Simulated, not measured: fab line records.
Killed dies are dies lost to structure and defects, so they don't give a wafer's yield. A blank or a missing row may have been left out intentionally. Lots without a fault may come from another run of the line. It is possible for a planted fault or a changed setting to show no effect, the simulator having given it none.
A single fault, viewed from 3 desks :: flow n5 finfet :: what lay behind the numbers comes last; until then each desk has only its own

## THE METROLOGY DESK
Means of the sampled wafers that have a number, per lot and without regard to the tool the lot ran on: this is what the gauges read. The brackets show how far a lot's mean lies from the usual mean; more than 4 standard deviations puts the lot out of limits, marked OUT.
Columns: A = cd nm at N5_WELL_APT_CD_MEAS_25, usual 200.8 nm; B = PWELL_OVL at N5_WELL_APT_OVL_MEAS_26, usual 1 nm
lot: L983
first seen here: day 1 21:02
A: 197.9
B: -5

lot: L985
first seen here: day 2 09:27
A: 201.8
B: 4

lot: L995
first seen here: day 4 20:56
A: 199.3
B: -4

lot: L997
first seen here: day 5 09:06
A: 201.6
B: 9

lot: L998
first seen here: day 5 14:59
A: 200.5
B: 3

lot: L999
first seen here: day 5 20:59
A: 200.0
B: -1
Finding of this desk: none of the 6 lots has anything out of limits.

## DESK OF THE TOOL OWNER: implanter-02
The tool's own readings at N5_WELL_APT_IMPLANT_32, given as means over the sampled wafers that have a number, one for each lot that went through this tool. The brackets show how far a lot's mean lies from the usual mean; more than 4 standard deviations puts the lot out of limits, marked OUT.
Columns: A = beam energy keV at N5_WELL_APT_IMPLANT_32, usual 49.999
lot: L995
first seen here: day 4 21:26
A: 50.007

lot: L997
first seen here: day 5 09:35
A: 76.914 (+99 or more) OUT

lot: L999
first seen here: day 5 21:22
A: 76.928 (+99 or more) OUT
Finding of this desk: L997, L999 out of limits; the first was L997 at day 5 09:35, on beam energy keV at N5_WELL_APT_IMPLANT_32. L995 stayed within limits.

## THE DEFECT DESK
Lot by lot, what the route's inspections counted, given as the mean of those sampled wafers with a number. The brackets show how far a lot's mean lies from the usual mean; more than 4 standard deviations puts the lot out of limits, marked OUT.
Columns: A = raw defect count at N5_WELL_APT_INSPECT_27, usual 2.2
lot: L983
first seen here: day 1 21:05
A: 1.7

lot: L985
first seen here: day 2 09:37
A: 1.3

lot: L995
first seen here: day 4 21:00
A: 2.7

lot: L997
first seen here: day 5 09:09
A: 1.0

lot: L998
first seen here: day 5 15:02
A: 2.3

lot: L999
first seen here: day 5 21:03
A: 0.7
Finding of this desk: none of the 6 lots has anything out of limits.

## BROUGHT TOGETHER
The tool owner's desk could have raised an alarm at day 5 09:35, on L997, L999.
The metrology desk saw nothing out of limits.
Nothing out of limits was seen by the defect desk.
The metrology desk holds a record of L997, L999, inside its limits.
The defect desk has L997, L999 on record, within its limits.
On implanter-02, each named lot ran N5_WELL_APT_IMPLANT_32.

## WHAT WAS PUT IN BY THE SIMULATOR
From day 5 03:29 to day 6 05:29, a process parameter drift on implanter-02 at N5_WELL_APT_IMPLANT_32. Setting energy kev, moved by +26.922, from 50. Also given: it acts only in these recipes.
Struck lots among those shown: L997, L999.
Hours from the fault's start to each desk's first reading out of limits: the tool owner's desk, 6.
